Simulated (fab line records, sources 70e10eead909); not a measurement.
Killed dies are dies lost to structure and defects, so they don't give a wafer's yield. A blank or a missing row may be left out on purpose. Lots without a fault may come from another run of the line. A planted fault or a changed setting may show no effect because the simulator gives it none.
Chamber matching | flow nand_harc | NHARC_A_DECK1_JOINT_ETCHBACK_07 on rie_si-05: 4 sister chambers
The step etches the open film in HBr, target depth 105 nm, time 26.9 s. 16 wafers are shown with their chamber, then 8 later ones without.

WAFERS WITH THEIR CHAMBER
wafer  | chamber | drypump_motor_current_A (A) | oes_product_au (a.u.) | throttle_valve_pct (%)
L174.1 | 0       | 6.4                         | 1.012                 | 23.260
L174.2 | 2       | 5.5                         | 1.011                 | 23.257
L174.5 | 2       | 5.5                         | 0.997                 | 23.269
L175.2 | 0       | 6.4                         | 1.004                 | 23.265
L175.3 | 3       | 6.2                         | 1.005                 | 23.263
L175.5 | 0       | 6.4                         | 1.005                 | 23.265
L176.3 | 3       | 6.2                         | 1.006                 | 23.278
L176.5 | 3       | 6.2                         | 1.013                 | 23.264
L176.6 | 0       | 6.4                         | 1.014                 | 23.271
L177.3 | 1       | 6.5                         | 0.990                 | 23.273
L177.4 | 3       | 6.2                         | 1.003                 | 23.249
L177.5 | 3       | 6.2                         | 0.997                 | 23.259
L182.1 | 2       | 5.5                         | 1.013                 | 23.264
L182.3 | 3       | 6.2                         | 1.009                 | 23.269
L182.6 | 3       | 6.2                         | 1.016                 | 23.264
L183.3 | 2       | 5.4                         | 1.005                 | 23.273

SIGNATURES (means of the wafers above)
reading                 | chamber 0 | chamber 1 | chamber 2 | chamber 3 | scatter within a chamber
drypump_motor_current_A | 6.400     | 6.500     | 5.475     | 6.200     | 0.025
oes_product_au          | 1.00875   | 0.99000   | 1.00650   | 1.00700   | 0.00627
throttle_valve_pct      | 23.26525  | 23.27300  | 23.26575  | 23.26371  | 0.0075
Rule: a wafer's distance from a chamber is the root of the sum, over the readings, of the square of ((its reading less the chamber's mean) divided by the reading's scatter). The wafer belongs to the nearest chamber; if the next one is less than 2 further off, it can't be placed. The scatter: the root of (the sum of the squares of (reading less its chamber's mean) over the shown wafers, divided by (wafers less chambers)).

WAFERS WITHOUT THEIR CHAMBER
wafer  | drypump_motor_current_A (A) | oes_product_au (a.u.) | throttle_valve_pct (%)
L183.4 | 6.4                         | 1.005                 | 23.254
L183.5 | 6.2                         | 1.010                 | 23.280
L193.1 | 5.5                         | 1.005                 | 23.267
L193.2 | 6.4                         | 0.997                 | 23.268
L193.5 | 6.5                         | 0.986                 | 23.265
L197.1 | 6.2                         | 1.004                 | 23.266
L197.3 | 5.4                         | 1.011                 | 23.274
L197.6 | 6.2                         | 1.004                 | 23.263

WHICH CHAMBER EACH WENT THROUGH
wafer  | from the rows above | in truth
L183.4 | 0                   | 0
L183.5 | 3                   | 3
L193.1 | 2                   | 2
L193.2 | 0                   | 0
L193.5 | 1                   | 1
L197.1 | 3                   | 3
L197.3 | 2                   | 2
L197.6 | 3                   | 3
Placed correctly: 8 of 8. Can't be placed from these rows: 0. Placed wrongly: 0.
